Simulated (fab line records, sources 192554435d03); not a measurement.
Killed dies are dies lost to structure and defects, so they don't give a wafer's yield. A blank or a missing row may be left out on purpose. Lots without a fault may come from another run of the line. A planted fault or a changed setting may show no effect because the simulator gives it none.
fab line records | flow n5_finfet | part 2 of 2: steps 5 to 6 of 6
record lots=24 wafers=72 last_day=17
route steps=1938 shown ZERO_LAYER@13 FIN_SAQP@130
lots that met no fault: from a run of the same line without faults
start_h: hours from the record's first day to the start of the lot's first wafer shown | wait_h: hours since the lot's step before | " the same as in the row above | L1.1+2: a row that stands for several wafers | - no value, or no start given | * or withheld: withheld | < > ~ a bound
route shown NAME@n: a module of which the file shows steps, and the number in the route of the first | usual: mean/standard deviation of fault-free wafers | same: alike in all rows | chamber/n: place in a boat | sites: the reading at each site | _std_site: their standard deviation | _edge_site: outer sites' mean less inner sites' | radius_mm: how far each site lies from the wafer's centre | mask NAME#n: copy n | behind: the tool/chamber that last shaped the wafer | hold: why the lot was held/for how many hours/how that ended | device: the transistor (n, p or np) that didn't switch | end of line: the same wafers' tests at the end of the route | a step without rows: its recipe alone | killed: dies lost to structure and defects at the first sort, not the wafer's yield | map: a wafer's dies, x killed, . not, _ none there
set.NAME: the setting as run; set.NAME@STEP: as run at that earlier step | model.NAME: the simulator's own value behind a step, which no gauge read
steps of the route over a sample of lots; a table a step, a row a wafer
services: from which hour (start_h, from the record's first day; less than 0 if before it) a tool's chamber was out of use, for how many hours, and why
## steps
# step N5_FIN_SAQP_RECESS_63
# recipe chemistry=HF/NH3 target=SiO2 target_depth_a=180 afs_cycles=3 temp_c=30 sublimation_temp_c=180 sublimation_time_s=60
# usual drypump_motor_current_A=5.9/0.38 sublimation_temp_c=179.96/0.15
# same afs_cycles=3
# columns lot.wafer tool chamber start_h wait_h drypump_motor_current_A sublimation_temp_c
L074.1 vapor_etch-02 0 24.92 0.1 5.6 179.98
L074.2 " 1 " " 5.4 179.69
L074.3 " 0 " " 5.6 179.78
L075.1 vapor_etch-01 0 30.49 0.1 6.4 179.90
L075.2 " 1 " " 5.7 179.78
L075.4 " 1 " " 5.7 179.96
L076.1 vapor_etch-01 1 38.74 0.1 5.6 179.93
L076.2 " 0 " " 6.4 180.02
L076.4 " 0 " " 6.4 179.94
L077.1 vapor_etch-02 1 42.73 0.1 5.4 180.11
L077.5 " 0 " " 5.6 180.12
L077.6 " 1 " " 5.4 180.13
L078.1 vapor_etch-01 0 49.37 0.1 6.4 180.17
L078.2 " 1 " " 5.7 179.75
L078.3 " 0 " " 6.4 179.95
L079.1 vapor_etch-02 0 56.84 0.1 5.6 180.00
L079.2 " 1 " " 5.4 179.89
L079.3 " 1 " " 5.4 179.90
L080.2 vapor_etch-01 0 61.11 0.1 6.4 179.86
L080.5 " 0 " " 6.4 180.20
L080.6 " 1 " " 5.7 179.70
L081.1 vapor_etch-01 1 66.85 0.1 5.7 179.90
L081.2 " 0 " " 6.3 179.87
L081.6 " 1 " " 5.6 179.72
L082.2 vapor_etch-01 0 73.36 0.1 6.4 179.92
L082.5 " 1 " " 5.7 180.12
L082.6 " 0 " " 6.4 179.71
L083.1 vapor_etch-01 0 78.74 0.1 6.4 179.78
L083.3 " 0 " " 6.4 180.12
L083.5 " 0 " " 6.3 179.92
L084.1 vapor_etch-01 1 85.73 0.1 5.6 179.94
L084.3 " 0 " " 6.4 180.09
L084.6 " 0 " " 6.4 179.98
L085.3 vapor_etch-01 0 91.89 0.2 6.4 179.87
L085.4 " 1 " " 5.6 179.88
L085.5 " 0 " " 6.4 179.96
L086.2 vapor_etch-02 1 98.84 0.1 5.4 180.01
L086.5 " 0 " " 5.6 180.18
L086.6 " 1 " " 5.4 179.85
L087.3 vapor_etch-01 1 104.66 0.2 5.7 180.29
L087.5 " 1 " " 5.7 180.14
L087.6 " 0 " " 6.4 180.11
L088.1 vapor_etch-01 1 109.41 0.1 5.6 180.20
L088.3 " 0 " " 6.4 179.85
L088.4 " 1 " " 5.7 179.99
L089.1 vapor_etch-01 0 115.39 0.4 6.4 180.00
L089.3 " 0 " " 6.4 179.84
L089.6 " 0 " " 6.3 180.25
L090.1 vapor_etch-01 0 121.96 0.1 6.4 179.91
L090.3 " 1 " " 5.6 179.94
L090.5 " 0 " " 6.4 179.73
L091.1 vapor_etch-02 0 127.01 0.1 5.6 179.78
L091.5 " 0 " " 5.6 179.88
L091.6 " 1 " " 5.4 180.12
L092.1 vapor_etch-01 1 136.70 0.1 5.6 180.01
L092.2 " 0 " " 6.4 179.94
L092.3 " 0 " " 6.4 179.63
L093.1 vapor_etch-01 0 139.51 0.1 6.3 180.16
L093.2 " 1 " " 5.6 179.60
L093.4 " 1 " " 5.7 179.90
L094.2 vapor_etch-02 1 145.28 0.1 5.4 180.10
L094.4 " 1 " " 5.4 179.89
L094.6 " 0 " " 5.6 179.99
L095.1 vapor_etch-01 0 151.24 0.1 6.4 179.95
L095.4 " 1 " " 5.7 180.17
L095.6 " 0 " " 6.4 180.08
L096.2 vapor_etch-02 0 157.37 0.1 5.6 180.06
L096.4 " 0 " " 5.6 179.84
L096.6 " 1 " " 5.5 179.93
L097.3 vapor_etch-01 0 162.47 0.2 6.4 180.01
L097.4 " 1 " " 5.6 179.73
L097.5 " 1 " " 5.7 180.01
# step N5_FIN_SAQP_FIN_ETCH_36
# recipe chemistry=HBr/Cl2/O2 target_depth_a=1200 mask_material=SiNx time_s=50.4 bias_w=102 pressure_mtorr=10 icp_w=800 HBr_flow_sccm=150 Cl2_flow_sccm=80 O2_flow_sccm=12
# usual HBr_flow_sccm=150.0/0.43 drypump_motor_current_A=5.7/0.49 oes_o_777_au=0.996/0.022 oes_product_au=1.002/0.015 throttle_valve_pct=36.0/0.3
# columns lot.wafer tool chamber start_h wait_h HBr_flow_sccm drypump_motor_current_A oes_o_777_au oes_product_au rf_hours_counter_h throttle_valve_pct
L074.1 rie_si-02 0 26.60 0.0 151.0 5.3 0.986 0.984 190 36.5
L074.2 " 2 " " 150.4 6.2 1.022 1.018 58 35.9
L074.3 " 1 " " 149.8 6.3 0.973 0.992 151 35.5
L075.1 rie_si-06 2 32.09 0.0 149.8 5.1 0.993 0.996 76 35.9
L075.2 " 1 " " 150.0 5.9 0.988 0.997 120 35.5
L075.4 " 3 " " 149.3 5.0 0.959 0.990 42 36.0
L076.1 rie_si-02 1 42.35 0.0 150.9 6.3 0.977 0.986 151 35.5
L076.2 " 3 " " 149.5 5.8 1.014 1.015 102 36.1
L076.4 " 0 " " 150.0 5.2 0.986 0.985 191 36.5
L077.1 rie_si-06 3 44.63 0.0 149.9 4.9 0.952 0.990 42 36.0
L077.5 " 3 " " 150.7 5.0 0.960 0.993 - 36.0
L077.6 " 2 " " 149.3 5.1 0.987 1.000 - 35.9
L078.1 rie_si-04 0 51.30 0.0 150.7 5.8 0.998 1.010 23 36.3
L078.2 " 3 " " 150.3 6.0 0.982 0.995 194 36.2
L078.3 " 2 " " 150.3 5.8 1.002 1.017 75 35.8
L079.1 rie_si-02 1 58.73 0.0 149.5 6.3 0.975 0.995 151 35.5
L079.2 " 2 " " 150.5 6.2 1.028 1.016 58 35.9
L079.3 " 3 " " 150.3 5.8 1.017 1.021 102 36.2
L080.2 rie_si-02 2 62.73 0.0 150.6 6.2 1.020 1.010 58 36.0
L080.5 " 0 " " 149.8 5.3 0.980 0.974 - 36.5
L080.6 " 3 " " 150.4 5.8 1.015 1.005 - 36.1
L081.1 rie_si-06 1 68.55 0.0 150.0 5.9 0.989 0.997 120 35.5
L081.2 " 0 " " 149.9 6.2 1.017 1.021 6 36.1
L081.6 " 3 " " 150.4 4.9 0.970 1.004 - 35.9
L082.2 rie_si-06 2 75.59 0.0 150.1 5.1 0.990 0.999 77 35.9
L082.5 " 3 " " 149.8 5.0 0.965 0.992 - 36.0
L082.6 " 0 " " 150.4 6.2 1.019 1.003 - 36.1
L083.1 rie_si-04 1 80.52 0.0 150.6 6.5 1.055 1.011 63 36.5
L083.3 " 0 " " 150.3 5.8 0.996 1.003 24 36.3
L083.5 " 3 " " 149.8 6.0 0.986 0.985 - 36.2
L084.1 rie_si-02 2 87.71 0.0 150.7 6.2 1.017 1.033 59 35.9
L084.3 " 1 " " 150.2 6.3 0.975 0.991 152 35.4
L084.6 " 0 " " 149.7 5.3 0.990 0.987 - 36.5
L085.3 rie_si-06 1 94.55 0.0 149.9 5.9 0.982 1.002 121 35.5
L085.4 " 3 " " 149.8 5.0 0.954 1.006 43 36.0
L085.5 " 1 " " 149.9 5.9 0.978 0.993 - 35.5
L086.2 rie_si-06 1 100.57 0.0 150.4 5.9 0.988 0.992 121 35.5
L086.5 " 1 " " 151.0 5.9 0.990 0.989 - 35.5
L086.6 " 0 " " 150.6 6.2 1.023 1.005 - 36.1
L087.3 rie_si-02 0 106.26 0.0 150.2 5.3 0.990 0.995 192 36.5
L087.5 " 0 " " 150.1 5.3 0.995 0.996 - 36.4
L087.6 " 1 " " 150.2 6.3 0.982 0.989 - 35.5
L088.1 rie_si-06 2 111.37 0.0 149.0 5.1 1.000 1.000 78 35.9
L088.3 " 1 " " 150.0 5.9 0.983 0.999 121 35.5
L088.4 " 3 " " 149.8 5.0 0.963 1.011 44 35.9
L089.1 rie_si-06 3 117.15 0.0 150.2 5.0 0.963 1.007 44 36.0
L089.3 " 1 " " 149.5 5.9 0.984 1.003 121 35.5
L089.6 " 0 " " 150.2 6.2 1.009 1.021 - 36.1
L090.1 rie_si-04 0 123.95 0.0 150.5 5.8 0.996 0.995 24 36.3
L090.3 " 3 " " 150.0 6.0 0.977 0.997 195 36.1
L090.5 " 3 " " 149.8 6.0 0.983 0.995 - 36.2
L091.1 rie_si-02 1 128.90 0.0 150.1 6.3 0.978 0.986 153 35.5
L091.5 " 0 " " 149.8 5.3 0.986 0.991 - 36.5
L091.6 " 1 " " 149.7 6.3 0.981 0.989 - 35.5
L092.1 rie_si-04 3 138.36 0.0 149.0 6.0 0.978 0.991 195 36.2
L092.2 " 0 " " 149.8 5.8 1.000 0.999 24 36.3
L092.3 " 1 " " 149.4 6.5 1.045 1.017 64 36.5
L093.1 rie_si-06 0 141.92 0.0 149.5 6.2 1.021 1.016 8 36.1
L093.2 " 2 " " 150.0 5.1 0.991 0.988 78 35.9
L093.4 " 3 " " 150.0 5.0 0.964 1.002 44 35.9
L094.2 rie_si-06 1 146.90 0.0 150.1 5.9 0.985 0.994 122 35.6
L094.4 " 3 " " 149.7 5.0 0.972 0.997 44 36.0
L094.6 " 0 " " 150.1 6.2 1.017 1.024 - 36.1
L095.1 rie_si-02 2 153.24 0.0 150.2 6.2 1.030 1.016 60 35.9
L095.4 " 0 " " 149.6 5.3 1.000 0.991 193 36.5
L095.6 " 3 " " 150.2 5.9 1.015 1.015 - 36.1
L096.2 rie_si-06 2 159.06 0.0 150.0 5.1 0.993 0.981 79 35.9
L096.4 " 3 " " 150.2 4.9 0.965 0.987 45 36.0
L096.6 " 0 " " 150.0 6.2 1.022 1.010 - 36.1
L097.3 rie_si-06 3 164.30 0.0 150.4 5.0 0.962 0.979 45 36.0
L097.4 " 0 " " 149.7 6.2 1.017 1.001 8 36.1
L097.5 " 1 " " 149.9 5.9 0.981 0.984 - 35.6
## services
# columns tool chamber start_h hours kind
rie_diel-02 3 20.04 2.6 repair
rie_diel-05 - 21.37 2.8 pm
rie_si-02 - 23.94 0.1 repair
rie_diel-05 0 30.39 36.1 repair
rie_diel-02 1 50.08 - clean
rie_diel-02 1 50.08 - consumable_replace:focus_ring
rie_diel-02 1 50.08 16.5 scheduled_down
rie_diel-02 1 50.08 16.5 vent_cycle
rie_diel-02 0 66.60 - clean
rie_diel-02 0 66.60 - consumable_replace:focus_ring
rie_diel-02 0 66.60 - consumable_replace:showerhead
rie_diel-02 0 66.60 20.8 scheduled_down
rie_diel-03 1 71.18 4.8 repair
rie_diel-05 1 79.88 4.9 repair
rie_si-04 - 85.43 28.1 pm
rie_diel-02 1 110.06 6.0 repair
rie_si-04 2 123.26 19.5 repair
rie_diel-03 - 130.92 0.7 repair
rie_diel-02 - 140.34 0.4 repair
rie_si-04 3 142.75 - clean
rie_si-04 3 142.75 18.2 scheduled_down
rie_si-04 3 142.75 18.2 vent_cycle
rie_diel-03 1 149.89 4.6 repair
rie_si-02 - 153.92 14.6 pm
